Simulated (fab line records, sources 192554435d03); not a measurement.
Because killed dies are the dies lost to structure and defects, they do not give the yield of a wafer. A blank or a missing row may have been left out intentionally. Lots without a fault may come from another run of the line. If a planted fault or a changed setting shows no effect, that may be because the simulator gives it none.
Problem report in the 8D (eight disciplines) form, filled by code || flow n5-finfet || the parts of the form that need people (team, actions taken, sign-off) are left out

1. THE ISSUE
Wafers without a fault read 1500.0 rpm, standard deviation 0.91; spin-speed-rpm at N5_FIN_SAQP_COAT_49 reads a mean of 1347.5 rpm on 9 wafers belonging to 3 lots. So: -99 or more standard deviations from the usual mean.
The step: time 60 s, resist thk 100 nm.
Earliest sighting: wafer L783.1 on litho-track-05 at day 5 03:01. Wafers with a number at this step in the record: 30, from 10 lots. The rule behind "out" and "out of limits": a value lying over 4 standard deviations away from the usual mean. Any other wafer with a number is counted as sound.

2. WHAT THIS IS AND IS NOT
{"question": "which readings at this step", "is": "spin-speed-rpm", "is not": "heater-power-total-W, resist-line-temp-C"}
{"question": "which lots", "is": "L783, L786, L787", "is not": "L771, L775, L777, L781, L782, L789, L792"}
{"question": "which wafers of those lots", "is": "all that have a number", "is not": "-"}
{"question": "read on which tools", "is": "litho-track-05", "is not": "litho-track-04"}
{"question": "when", "is": "from day 5 03:01", "is not": "up to then (15 sound wafers); but 6 sound wafers of L789, L792 came after"}

3. WHAT RULES OUT EACH SUSPECT
Counting: a tool at any process step up to the reading remains a suspect when it ran all the lots that are out and ran no sound lot after the first of those.
- litho-track-05 at N5_FIN_SAQP_COAT_49 (time 60 s, resist thk 100 nm): kept. It ran every lot that is out, first L783 (day 5 03:01), and no sound lot after that; its last sound lot up to then is L781 (day 4 16:32). Its own spin-speed-rpm readings are out on those wafers.
After counting, what remains is litho-track-05 at N5_FIN_SAQP_COAT_49.

4. THE CAUSE (what the simulator had put in)
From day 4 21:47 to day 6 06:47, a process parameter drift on litho-track-05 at N5_FIN_SAQP_COAT_49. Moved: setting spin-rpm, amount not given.
Only this tool survived the counting.

5. THE EFFECT CHAIN, in route order
One row per reading whose mean, taken over the struck wafers that have a number, lies over 3 standard deviations from the usual. Only readings for which the record gives a usual standard deviation are gone through. hours: the time from each lot's start at the first step in this table that gives one to its start at this step, as a median over the lots. sigmas: the change in usual standard deviations.
{"hours": 0, "step": "N5_FIN_SAQP_COAT_49", "reading": "spin-speed-rpm", "usual": "1500.0 rpm", "on struck wafers": 1347.5, "change": -152.5, "sigmas": "-99 or more"}
It contains these process steps:
- N5_FIN_SAQP_COAT_49: time 60 s, resist thk 100 nm.
At these later measuring or inspecting steps, every struck wafer for which the step has a row has a number for every such reading, and none has moved that far: N5_BEOL_M4_RC_MEAS_101.

6. WHAT WOULD HAVE CAUGHT IT SOONER
First out-of-limits reading in this record: day 5 03:01, which is 5 hours after fault onset at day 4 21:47.
